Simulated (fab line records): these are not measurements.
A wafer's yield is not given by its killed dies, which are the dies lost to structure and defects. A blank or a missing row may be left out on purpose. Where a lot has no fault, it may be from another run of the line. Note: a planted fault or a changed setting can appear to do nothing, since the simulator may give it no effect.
fab line records ; flow n5Finfet ; part 2 of 2: steps 46 to 46 of 46
record lots=5; wafers=11; lastDay=16
route steps=1938 shown BEOL_M4@1099 BEOL_M5@1112 BEOL_M12@1651 PASSIVATION@1936
lots untouched by any fault: they come from a run of this same line in which no faults occurred
startH: hours from the record's opening day to when the first of the lot's shown wafers began ; waitH: hours elapsed since this lot's preceding step ; " the same as in the row above ; L1.1+2: one row covering several wafers at once ; - no value, or no start was given ; * or withheld: withheld ; < > ~ a bound
route shown NAME@n: a module of which the file shows steps, and the number in the route of the first ; usual: mean/standard deviation of fault-free wafers ; same: alike in all rows ; chamber/n: place in a boat ; sites: the reading at each site ; _std_site: standard deviation of those values ; _edge_site: mean of outer sites minus mean of inner sites ; radiusMm: for every site, how far away it sits from the centre of the wafer ; mask NAME#n: copy n ; behind: the last tool/chamber to shape the wafer ; hold: what put the lot on hold/how long, in hours/how the hold closed ; device: the n, p or np transistor that did not switch ; end of line: tests of these same wafers at the route's end ; where a step has no rows: the recipe by itself ; killed: at the first sort, the dies lost to defects and structure; wafer yield is something else ; map: per-die view of a wafer (x killed, . not killed, _ where there is no die)
set.NAME: the setting as run; set.NAME@STEP: as run at that earlier step ; model.NAME: the simulator's own value behind a step, which no gauge read
lots at selected steps of the route; one table per step, one row per wafer
services: from which hour (startH, from the record's first day; less than 0 if before it) a tool's chamber was out of use, for how many hours, and why
## steps
# step N5_PASSIVATION_PROBE_49
# usual defectLimitedYield=91.2/1.4; killed_at_M0_to_M3=32/9.3; killed_at_M4_up=14/4.9; killedAtContacts=15/7.5; killedAtFrontEnd=40/11; killedAtOther=4/3.3; killedDies=104/17; killedOnRim=13/4.2; killedOpen=68/14; killedShort=33/7.9; sort_bin_5_function=5.2/0.99; sort_bin_6_memory=3.2/0.65; sort_bin_8_speed=0.03/0.19; sortNPass=1076/17; sortYieldPct=91.1/1.5
# same grossDies=1180; killedAtBackSide=0; sort_bin_4_leakage[%]=0
lot.wafer;tool;chamber;startH;waitH;defectLimitedYield[%];killed_at_M0_to_M3;killed_at_M4_up;killedAtContacts;killedAtFrontEnd;killedAtOther;killedDies;killedOnRim;killedOpen;killedShort;sort_bin_5_function[%];sort_bin_6_memory[%];sort_bin_8_speed[%];sortNPass;sortYieldPct[%]
L416.1;prober-02;-;287.81;0.0;92.0;31;11;30;21;1;94;21;58;35;4.8;3.0;0;1086;92.0
L416.2;prober-02;-;287.86;0.1;89.7;52;8;29;29;4;122;8;70;37;5.8;3.7;0;1058;89.7
L418.4;prober-01;-;297.60;0.2;87.5;52;11;34;48;3;148;22;98;49;8.4;3.8;0;1032;87.5
L418.5;prober-01;-;297.65;0.2;88.7;36;14;27;56;0;133;19;95;31;6.3;4.2;0;1047;88.7
L422.2;prober-02;-;312.20;0.1;89.7;41;19;12;39;11;122;17;67;52;6.7;3.2;0;1058;89.7
L422.6;prober-02;-;312.40;0.3;87.5;50;14;14;60;10;148;20;100;47;8.0;4.3;0;1032;87.5
L421.4;prober-01;-;316.67;0.2;91.1;34;12;10;44;5;105;15;52;40;5.4;3.2;0;1075;91.1
L421.5;prober-01;-;316.72;0.2;92.5;23;15;17;27;7;89;9;41;35;4.8;2.1;0.08;1091;92.5
L434.1;prober-02;-;384.63;0.0;0;34;1100;12;30;4;1180;152;61;24;96.6;3.2;0;0;0
L434.3;prober-02;-;384.73;0.1;0;24;1117;7;30;2;1180;152;53;22;97.5;2.3;0;0;0
L434.4;prober-02;-;384.78;0.2;0;19;1119;14;27;1;1180;152;59;23;97.8;1.9;0;0;0
# killed by level:class
L416.1 MOL_CONTACT_COAG:geometricParticle:open=25 BEOL_M0_SAQP:geometricParticle:short=9 MOL_CONTACT_COAG:geometricParticle:short=5 BEOL_M5:geometricParticle:open=5 BEOL_M1:geometricParticle:open=4 BEOL_M0_SAQP:geometricParticle:open=4 BEOL_M2:geometricParticle:open=4 BEOL_M3:geometricParticle:short=4
L416.2 MOL_CONTACT_COAG:geometricParticle:open=16 BEOL_M0_SAQP:geometricParticle:open=15 BEOL_M0_SAQP:geometricParticle:short=13 MOL_CONTACT_COAG:areaEtch=9 BEOL_M1:geometricParticle:open=8 FIN_SAQP:geometricParticle:open=6 BEOL_M2:geometricParticle:open=6 HKMG_FIN:areaEtch=6
L418.4 MOL_CONTACT_COAG:geometricParticle:open=28 STI_FIN_REVEAL:geometricParticle:open=10 BEOL_M0_SAQP:geometricParticle:short=10 BEOL_M0_SAQP:geometricParticle:open=9 BEOL_M3:geometricParticle:open=9 FIN_SAQP:geometricParticle:open=7 BEOL_M2:geometricParticle:open=7 MOL_CONTACT_COAG:geometricParticle:short=6
L418.5 MOL_CONTACT_COAG:geometricParticle:open=23 FIN_SAQP:geometricParticle:open=16 STI_FIN_REVEAL:geometricParticle:open=16 BEOL_M2:geometricParticle:open=10 BEOL_M0_SAQP:geometricParticle:open=9 BEOL_M0_SAQP:geometricParticle:short=9 STI_FIN_REVEAL:geometricParticle:short=5 BEOL_M4:geometricParticle:open=5
L422.2 BEOL_M2:geometricParticle:open=12 GATE_CUT:geometricParticle:short=11 MOL_CONTACT_COAG:geometricParticle:open=11 BEOL_M0_SAQP:geometricParticle:open=9 BEOL_M3:geometricParticle:short=9 FIN_SAQP:geometricParticle:short=8 BEOL_M0_SAQP:geometricParticle:short=6 FIN_SAQP:geometricParticle:open=5
L422.6 BEOL_M0_SAQP:geometricParticle:open=16 MOL_CONTACT_COAG:geometricParticle:open=13 BEOL_M0_SAQP:geometricParticle:short=12 FIN_SAQP:geometricParticle:open=10 FIN_SAQP:geometricParticle:short=10 BEOL_M1:geometricParticle:open=9 BEOL_M4:geometricParticle:open=9 DUMMY_GATE:geometricParticle:open=8
L421.4 BEOL_M1:geometricParticle:short=10 BEOL_M3:geometricParticle:open=9 FIN_CUT:areaEtch=9 STI_FIN_REVEAL:geometricParticle:open=7 MOL_CONTACT_COAG:geometricParticle:open=7 BEOL_M1:geometricParticle:open=7 FIN_SAQP:geometricParticle:short=5 DUMMY_GATE:geometricParticle:open=4
L421.5 MOL_CONTACT_COAG:geometricParticle:open=7 MOL_CONTACT_COAG:areaEtch=7 STI_FIN_REVEAL:geometricParticle:open=5 GATE_CUT:geometricParticle:short=5 BEOL_M0:geometricParticle:short=5 FIN_SAQP:geometricParticle:open=4 GATE_CUT:geometricParticle:open=3 MOL_CONTACT_COAG:geometricParticle:short=3
L434.1 BEOL_M12:areaEcd=1095 BEOL_M0_SAQP:geometricParticle:open=11 MOL_CONTACT_COAG:geometricParticle:open=9 FIN_SAQP:geometricParticle:open=8 BEOL_M0_SAQP:geometricParticle:short=7 BEOL_M2:geometricParticle:open=5 STARTING-WAFER:geometricParticle:open=5 STI_FIN_REVEAL:geometricParticle:open=4
L434.3 BEOL_M12:areaEcd=1104 FIN_SAQP:geometricParticle:open=9 BEOL_M3:geometricParticle:open=7 BEOL_M4:geometricParticle:open=6 DUMMY_GATE:geometricParticle:open=5 MOL_CONTACT_COAG:geometricParticle:short=4 BEOL_M0_SAQP:geometricParticle:short=4 BEOL_M1:geometricParticle:open=4
L434.4 BEOL_M12:areaEcd=1096 MOL_CONTACT_COAG:geometricParticle:open=13 BEOL_M4:geometricParticle:open=12 BEOL_M3:geometricParticle:open=7 STI_FIN_REVEAL:geometricParticle:open=6 STARTING-WAFER:geometricParticle:short=5 BEOL_M8:geometricParticle:open=4 BEOL_M1:geometricParticle:open=4
# map L434.1 (x killed, . not)
_________________xxxxxxxxxxxx________________
______________xxxxxxxxxxxxxxxxxx_____________
___________xxxxxxxxxxxxxxxxxxxxxxxx__________
__________xxxxxxxxxxxxxxxxxxxxxxxxxx_________
________xxxxxxxxxxxxxxxxxxxxxxxxxxxxxx_______
_______xxxxxxxxxxxxxxxxxxxxxxxxxxxxxxxx______
______xxxxxxxxxxxxxxxxxxxxxxxxxxxxxxxxxx_____
_____xxxxxxxxxxxxxxxxxxxxxxxxxxxxxxxxxxxx____
____xxxxxxxxxxxxxxxxxxxxxxxxxxxxxxxxxxxxxx___
___xxxxxxxxxxxxxxxxxxxxxxxxxxxxxxxxxxxxxxxx__
___xxxxxxxxxxxxxxxxxxxxxxxxxxxxxxxxxxxxxxxx__
__xxxxxxxxxxxxxxxxxxxxxxxxxxxxxxxxxxxxxxxxxx_
__xxxxxxxxxxxxxxxxxxxxxxxxxxxxxxxxxxxxxxxxxx_
_xxxxxxxxxxxxxxxxxxxxxxxxxxxxxxxxxxxxxxxxxxxx
_xxxxxxxxxxxxxxxxxxxxxxxxxxxxxxxxxxxxxxxxxxxx
_xxxxxxxxxxxxxxxxxxxxxxxxxxxxxxxxxxxxxxxxxxxx
_xxxxxxxxxxxxxxxxxxxxxxxxxxxxxxxxxxxxxxxxxxxx
_xxxxxxxxxxxxxxxxxxxxxxxxxxxxxxxxxxxxxxxxxxxx
_xxxxxxxxxxxxxxxxxxxxxxxxxxxxxxxxxxxxxxxxxxxx
_xxxxxxxxxxxxxxxxxxxxxxxxxxxxxxxxxxxxxxxxxxxx
_xxxxxxxxxxxxxxxxxxxxxxxxxxxxxxxxxxxxxxxxxxxx
__xxxxxxxxxxxxxxxxxxxxxxxxxxxxxxxxxxxxxxxxxx_
__xxxxxxxxxxxxxxxxxxxxxxxxxxxxxxxxxxxxxxxxxx_
___xxxxxxxxxxxxxxxxxxxxxxxxxxxxxxxxxxxxxxxx__
___xxxxxxxxxxxxxxxxxxxxxxxxxxxxxxxxxxxxxxxx__
____xxxxxxxxxxxxxxxxxxxxxxxxxxxxxxxxxxxxxx___
_____xxxxxxxxxxxxxxxxxxxxxxxxxxxxxxxxxxxx____
______xxxxxxxxxxxxxxxxxxxxxxxxxxxxxxxxxx_____
_______xxxxxxxxxxxxxxxxxxxxxxxxxxxxxxxx______
________xxxxxxxxxxxxxxxxxxxxxxxxxxxxxx_______
__________xxxxxxxxxxxxxxxxxxxxxxxxxx_________
___________xxxxxxxxxxxxxxxxxxxxxxxx__________
______________xxxxxxxxxxxxxxxxxx_____________
_________________xxxxxxxxxxxx________________
# map L421.4 (x killed, . not)
_________________x.........x.________________
______________.......x.........._____________
___________..x.x..........x.......x__________
__________.........................._________
________.......x.....x..............x._______
_______..xx.....x......................______
______.........x...........x............_____
_____.xx......x..........................____
____.....xx..x....x......................x___
___........................................__
___........x..............xx..x............__
__..........x.x....x...x..x................._
__......x........x.x.............x.x........_
_........x.............x.....x.x.............
_..................x........x................
_............................x..x.......x....
_.........x...x.........x......x.............
_..........x..........x................x.x...
_.........................x.x...............x
_.............x...........................x..
_.........................x....x.x..........x
__.x.xx....................xx.............x._
__.x.x.....x.............x.......xx........._
___.......x.........xx.....................__
___.....x..............x....x..............__
____.....x....x...x...............x..xx...___
_____.......x....xx.........x............____
______.....x..................x........._____
_______...........x.x..................______
________.........x..............x....._______
__________.....................x...._________
___________.....x..............x..x__________
______________............x..x.._____________
_________________.......x.x..________________
## services
tool;chamber;startH;hours;kind
cmp-03;-;165.98;4.6;repair
cvdCo-02;2;167.15;5.6;repair
uvCure-03;-;178.99;7.5;pm
pecvd-04;0;193.65;15.3;repair
pecvd-03;2;194.62;2.1;scheduledDown
cmp-03;-;195.14;4.0;pm
cmp-03;-;199.14;-;consumableReplace:conditioner
cmp-03;-;199.14;-;consumableReplace:pad
uvCure-02;-;202.88;2.1;pm
uvCure-02;-;210.66;1.3;repair
cvdCo-01;-;220.05;1.5;repair
ecdCu-01;-;222.48;0.5;repair
cmp-02;-;225.38;0.5;repair
uvCure-02;-;231.90;7.9;repair
pecvd-03;0;235.17;7.8;repair
pecvd-02;-;236.17;23.9;repair
pecvd-04;1;244.42;4.1;repair
ecdCu-02;-;253.39;0.7;repair
cvdCo-02;0;280.72;8.7;repair
pecvd-02;1;288.13;5.0;repair
rieMetal-02;0;288.25;18.7;repair
pecvd-03;2;292.78;6.0;repair
cmp-03;-;302.53;1.0;repair
ecdCu-01;-;336.76;4.8;pm
## key
firstSign step=N5_BEOL_M12_THK_MEAS_50; reading=M12_THK; direction=missing
effect step=N5_BEOL_M12_RS_MEAS_54; reading=M12_RS; direction=up; sigmas=99+; usual=0.0599; struck=57.565
effect step=N5_PASSIVATION_PROBE_49; reading=killed_at_M4_up; direction=up; sigmas=99+; usual=14; struck=1112
moreKillsBornAt N5_BEOL_M12_ECD_47@ecdCu-02=3295
metAt N5_BEOL_M12_ECD_47
struckWafers L434.1,L434.3,L434.4
laterRowsLeftOut L434.1,L434.3,L434.4
onsetBetween 282.71 349.76
alsoFits time
fault kind=skippedStepWhole; tool=ecdCu-02; chamber=-; onsetH=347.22; steps=N5_BEOL_M12_ECD_47; scope=struckLotsOnly
# laterRowsLeftOut: the simulator's readings of these wafers behind a module that went badly wrong aren't trusted and aren't shown, but for the sort
